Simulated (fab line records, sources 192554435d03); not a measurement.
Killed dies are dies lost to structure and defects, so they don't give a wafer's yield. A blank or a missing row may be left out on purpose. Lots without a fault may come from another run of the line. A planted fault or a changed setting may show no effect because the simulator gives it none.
Split-lot experiment | flow n5_finfet | 7 lots, 21 wafers read, on a route of 1938 steps

THE SPLIT
At N5_BEOL_M0_SAQP_HM_DEP_02 (deposits TiN, target thk 12 nm), the setting target_thk_a was moved away from the recipe's 120 angstrom on 7 of the 21 wafers read, by -8.3% to +7.2%. The other wafers ran this setting at the recipe's value.

The reading is taken at the split's own step.

THE READING
TiN_of_BEOL_M0_SAQP_HM_DEP_02.thk_nm (the simulator's own value, which no gauge read), in nm, at N5_BEOL_M0_SAQP_HM_DEP_02 (deposits TiN, target thk 12 nm). The file gives no usual value for it. The 14 wafers here that ran the recipe average 12.0 nm, standard deviation 0.12 nm.

wafer  | tool, chamber at the split | target_thk_a as run, angstrom | against the recipe | TiN_of_BEOL_M0_SAQP_HM_DEP_02.thk_nm, nm | against lot-mates on the recipe
L075.1 | pvd_sputter-01, -          | 128.6                         | +7.2%              | 12.8                                     | no lot-mate on the recipe
L075.4 | pvd_sputter-01, -          | 128.6                         | +7.2%              | 12.8                                     | no lot-mate on the recipe
L075.5 | pvd_sputter-01, -          | 128.6                         | +7.2%              | 12.6                                     | no lot-mate on the recipe
L079.4 | pvd_sputter-02, -          | 126.6                         | +5.5%              | 12.6                                     | +0.6
L079.5 | pvd_sputter-02, -          | 120                           | recipe             | 12                                       | -
L079.6 | pvd_sputter-02, -          | 120                           | recipe             | 12                                       | -
L085.2 | pvd_sputter-01, -          | 120                           | recipe             | 12.2                                     | -
L085.3 | pvd_sputter-01, -          | 120                           | recipe             | 12.2                                     | -
L085.6 | pvd_sputter-01, -          | 120                           | recipe             | 12.2                                     | -
L092.2 | pvd_sputter-03, -          | 120                           | recipe             | 11.8                                     | -
L092.3 | pvd_sputter-03, -          | 111.8                         | -6.8%              | 11                                       | -0.9
L092.4 | pvd_sputter-03, -          | 120                           | recipe             | 12                                       | -
L093.4 | pvd_sputter-01, -          | 120                           | recipe             | 12                                       | -
L093.5 | pvd_sputter-01, -          | 120                           | recipe             | 12                                       | -
L093.6 | pvd_sputter-01, -          | 120                           | recipe             | 12                                       | -
L095.1 | pvd_sputter-01, -          | 120                           | recipe             | 12                                       | -
L095.4 | pvd_sputter-01, -          | 120                           | recipe             | 12                                       | -
L095.5 | pvd_sputter-01, -          | 120                           | recipe             | 12                                       | -
L097.2 | pvd_sputter-01, -          | 120                           | recipe             | 11.8                                     | -
L097.3 | pvd_sputter-01, -          | 110.1                         | -8.3%              | 10.8                                     | -1.0
L097.5 | pvd_sputter-01, -          | 110.1                         | -8.3%              | 10.8                                     | -1.0

THE FIT
A straight line over all 21 wafers: TiN_of_BEOL_M0_SAQP_HM_DEP_02.thk_nm changes by +0.125 nm for each +1% of target_thk_a; r = +0.97; the points scatter about the line by 0.14 nm.
The same after taking each lot's own level away (the mean of its wafers on the recipe; 18 wafers): +0.121 nm for each +1%; r = +1.00; scatter 0.042 nm.
On that fit, the largest move of target_thk_a shifts the reading by 1 nm.
The lots' own levels span 11.80 to 12.20 nm, that is 3.4 times the standard deviation above.
So the lot-to-lot level changes the slope little: the two slopes agree.
Check: with one of the wafers moved furthest among these (-8.3%) left out of the fit, the line predicts -1.01 nm for it against its lot-mates. It came out at -1 nm against them.

OTHER SPLITS ON THESE WAFERS
These wafers also went through other splits before the reading. Each is held against what the fit with the lots' levels taken away leaves over:
other split on the same wafers        | wafers away from the commonest value | r with TiN_of_BEOL_M0_SAQP_HM_DEP_02.thk_nm (lot level and that fit taken away)
N5_SD_EPI_P_PEB_07 peb_time_s         | 11                                   | +0.08
N5_HKMG_FIN_EXPOSE_46 dose_mj         | 8                                    | +0.09
N5_HKMG_FIN_ETCH_54 cf4_flow_sccm     | 8                                    | -0.09
N5_HKMG_FIN_ETCH_58 source_w          | 5                                    | +0.14
N5_GATE_CUT_ETCH_58 time_s            | 5                                    | +0.17
N5_MOL_CONTACT_COAG_ALD_27 ald_cycles | 6                                    | -0.22
N5_MOL_CONTACT_COAG_COAT_76 spin_rpm  | 8                                    | -0.04

THE FILE'S OWN FIT
TiN_of_BEOL_M0_SAQP_HM_DEP_02.thk_nm changes by +0.122 nm for each +1% of target_thk_a, r = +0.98.
